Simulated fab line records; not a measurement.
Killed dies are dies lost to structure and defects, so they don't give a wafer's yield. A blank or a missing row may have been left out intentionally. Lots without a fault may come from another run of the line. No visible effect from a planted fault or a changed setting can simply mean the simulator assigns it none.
Chamber matching	flow n5Finfet	N5_HKMG_FIN_ALD_74 on aldHk-02: 4 sister chambers
The step deposits La2O3, target thk 0.5 nm, pulse time 6 s, co reactant pulse time 1 s. 8 wafers are shown with their chamber, then 11 later ones without.

EACH WAFER AND ITS CHAMBER
wafer	chamber	heaterPowerW (W)	precursorPulseHeightRel
L086.4	2	360	0.974
L086.5	2	362	1.027
L086.6	3	404	0.988
L087.2	3	404	1.000
L088.2	0	346	0.987
L088.3	1	372	0.980
L088.6	0	352	1.022
L091.2	1	376	0.996

WAFERS MISSING THEIR CHAMBER
wafer	heaterPowerW (W)	precursorPulseHeightRel
L091.5	357	1.005
L091.6	372	1.029
L094.1	371	0.992
L094.3	351	1.024
L094.4	360	0.984
L095.2	402	1.028
L095.5	346	0.985
L095.6	365	1.003
L097.1	369	1.008
L097.5	361	1.011
L097.6	372	0.988

THE CHAMBER EACH PASSED THROUGH
wafer	from the rows above	in truth
L091.5	can't be placed: 2 or 0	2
L091.6	1	1
L094.1	1	1
L094.3	0	0
L094.4	2	2
L095.2	3	3
L095.5	0	0
L095.6	can't be placed: 2 or 1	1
L097.1	can't be placed: 1 or 2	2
L097.5	2	2
L097.6	1	1
Correctly placed: 8 of 11. These rows do not allow placing 3 (true chamber among the candidates in 3). Number placed wrongly: 0.
How it was worked out, from the rows above alone: a wafer's distance from a chamber is the root of the sum, over the readings, of the square of ((its reading less the chamber's mean) divided by the reading's scatter). The wafer belongs to the nearest chamber; if the next one is less than 2 further off, it can't be placed. A chamber's mean is the mean of its shown wafers. The scatter: take each reading less its chamber's mean, square it, sum over the shown wafers, divide by the number of wafers less the number of chambers, and take the root.
